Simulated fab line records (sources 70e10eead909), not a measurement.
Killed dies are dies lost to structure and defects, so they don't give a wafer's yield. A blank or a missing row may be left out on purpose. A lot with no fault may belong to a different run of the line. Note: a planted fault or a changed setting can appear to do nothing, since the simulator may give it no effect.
Which tool was responsible?	flow nand_harc	42 wafers from 14 lots sampled at 5 of the route's 1159 steps

## WHAT THE GAUGES READ, wafer by wafer
NHARC_THIN_TSV_CD_MEAS_33: the cd target is 5000 nm.
lot	measured	on	cd_nm (nm)
L598	day 19 20:21	cd_sem-02	4999.9 5001.7 5001.9
L600	day 19 22:22	cd_sem-01	5001.9 5000.1 4999.9
L604	day 21 06:31	cd_sem-03	5000.5 4997.9 4998.5
L603	day 21 08:52	cd_sem-03	5001.4 5001.4 4998.9
L608	day 21 13:43	cd_sem-02	4999.8 4999.6 4997.9
L611	day 21 20:55	cd_sem-02	4997.5 5000.4 4998.6
L613	day 23 00:29	cd_sem-01	4999.2 4998.9 5000.4
L615	day 23 08:27	cd_sem-01	4997.6 4996.3 4998.7
L612	day 23 13:16	cd_sem-02	5000.5 5004.2 5003.8
L614	day 23 14:35	cd_sem-03	4998.1 4997.5 4998.3
L616	day 23 15:20	cd_sem-02	5002.8 5002.5 5000.4
L620	day 23 21:53	cd_sem-02	5002.6 4999.2 4999.7
L618	day 23 22:44	cd_sem-02	4998.8 5000.0 5000.7
L619	day 24 03:49	cd_sem-02	4999.4 4998.9 5001.7

NHARC_END_SORT_01.
lot	measured	on	killed_at_array	killed_at_other	killed_at_periphery	killed_dies	killed_open	killed_short
L604	day 21 23:13	prober-02	110 88 110	1 0 2	6 5 7	117 93 119	4 6 3	3 4 1
L603	day 21 16:17	prober-01	86 81 87	1 0 0	1 1 1	88 82 88	2 1 3	2 2 1
L608	day 21 23:14	prober-01	132 91 86	0 1 0	7 9 7	139 101 93	4 0 2	3 3 0
L612	day 24 06:08	prober-02	40	0	0	40	0	1

## WHAT TOOL EACH LOT RAN ON (gives the tool, then ch and the chambers of the sampled wafers, and finally the start)
lot	NHARC_A_CONTACT_ETCH_132	NHARC_THIN_TSV_DEGAS_53	NHARC_THIN_TSV_ETCH_36
L598	har_cap_etch-02 ch 0,1, day 16 18:08	pvd_sputter-03, day 19 19:11	rie_metal-01 ch 0,1, day 19 20:54
L600	har_cap_etch-02 ch 0,1, day 17 22:09	pvd_sputter-03, day 19 21:20	rie_metal-01 ch 0,1, day 19 22:56
L604	har_cap_etch-02 ch 0,1, day 18 22:46	pvd_sputter-03, day 21 05:31	rie_metal-03 ch 0,1, day 21 07:06
L603	har_cap_etch-02 ch 1, day 19 04:41	pvd_sputter-03, day 21 07:43	rie_metal-02 ch 0, day 21 09:30
L608	har_cap_etch-02 ch 0,1, day 19 09:41	pvd_sputter-03, day 21 12:35	rie_metal-03 ch 0,1, day 21 14:16
L611	har_cap_etch-01 ch 0,1, day 19 21:10	pvd_sputter-02, day 21 19:49	rie_metal-03 ch 0,1, day 21 21:30
L613	har_cap_etch-01 ch 0,1, day 20 09:59	pvd_sputter-02, day 22 23:20	rie_metal-01 ch 0,1, day 23 01:04
L615	har_cap_etch-03 ch 0,1, day 21 01:15	pvd_sputter-02, day 23 07:20	rie_metal-03 ch 0,1, day 23 09:01
L612	har_cap_etch-01 ch 0,1, day 21 04:44	pvd_sputter-01, day 23 12:08	rie_metal-03 ch 0,1, day 23 13:49
L614	har_cap_etch-01 ch 0,1, day 21 08:38	pvd_sputter-02, day 23 13:24	rie_metal-01 ch 0,1, day 23 15:08
L616	har_cap_etch-03 ch 0,1, day 21 10:26	pvd_sputter-01, day 23 14:19	rie_metal-03 ch 0,1, day 23 15:55
L620	har_cap_etch-01 ch 0,1, day 21 19:02	pvd_sputter-02, day 23 20:52	rie_metal-02 ch 0,1, day 23 22:27
L618	har_cap_etch-03 ch 0,1, day 21 19:30	pvd_sputter-03, day 23 21:25	rie_metal-01 ch 0,1, day 23 23:19
L619	har_cap_etch-02 ch 0,1, day 22 00:22	pvd_sputter-02, day 24 02:40	rie_metal-02 ch 0,1, day 24 04:21
- NHARC_A_CONTACT_ETCH_132: etches the open film in C4F8/O2/Ar, time 156 s, target depth 958 nm.
- NHARC_THIN_TSV_DEGAS_53: time 60 s.
- NHARC_THIN_TSV_ETCH_36: etches the open film in Cl2/BCl3, target depth 65 nm, time 18.571 s.

## WHAT THE TOOLS THEMSELVES READ (means of the sampled wafers that have a number; where no wafer has one, the mark that the record gives instead)
NHARC_THIN_TSV_DEGAS_53.
lot	tool	heater_power_w (W)
L598	pvd_sputter-03	487
L600	pvd_sputter-03	502
L604	pvd_sputter-03	518
L603	pvd_sputter-03	467
L608	pvd_sputter-03	500
L611	pvd_sputter-02	530
L613	pvd_sputter-02	413
L615	pvd_sputter-02	517
L612	pvd_sputter-01	516
L614	pvd_sputter-02	444
L616	pvd_sputter-01	450
L620	pvd_sputter-02	493
L618	pvd_sputter-03	484
L619	pvd_sputter-02	421

NHARC_THIN_TSV_ETCH_36.
lot	tool	drypump_motor_current_A (A)	oes_product_au (a.u.)
L598	rie_metal-01	6.2	1.014
L600	rie_metal-01	6.2	1.013
L604	rie_metal-03	5.4	1.012
L603	rie_metal-02	5.4	1.003
L608	rie_metal-03	5.5	1.020
L611	rie_metal-03	5.5	1.014
L613	rie_metal-01	6.3	1.002
L615	rie_metal-03	5.4	1.010
L612	rie_metal-03	5.5	1.019
L614	rie_metal-01	6.2	1.009
L616	rie_metal-03	5.4	1.009
L620	rie_metal-02	5.2	1.010
L618	rie_metal-01	6.2	0.998
L619	rie_metal-02	5.2	1.007

## THE ANSWER, worked out from the rows above alone
Rule: the lots themselves supply what counts as usual. The widest of any qualifying gaps counts: lots, ordered by their means at a reading, are off when they make up no more than a third of the lots, leave a main group of 4 or more, and stand apart from it by 3 or more times the standard deviation of that group's means. A main group whose means are all the same, to the digits that the tables above print for the reading, isn't used. Also off: a lot with no number at a reading for which 4 or more lots have one. Where the step has rows for the other lots, those lots are counted as sound. Order of review: gauges by route order, followed by the tools' own readings, for which a lot's mean as printed above is used. The first step at which some lot is off is used, and at that step the reading that is off furthest; a lot without a number counts as furthest.
No lot is off on any of the readings shown, so nothing can be concluded from this.

## WHAT THE SIMULATOR PUT IN
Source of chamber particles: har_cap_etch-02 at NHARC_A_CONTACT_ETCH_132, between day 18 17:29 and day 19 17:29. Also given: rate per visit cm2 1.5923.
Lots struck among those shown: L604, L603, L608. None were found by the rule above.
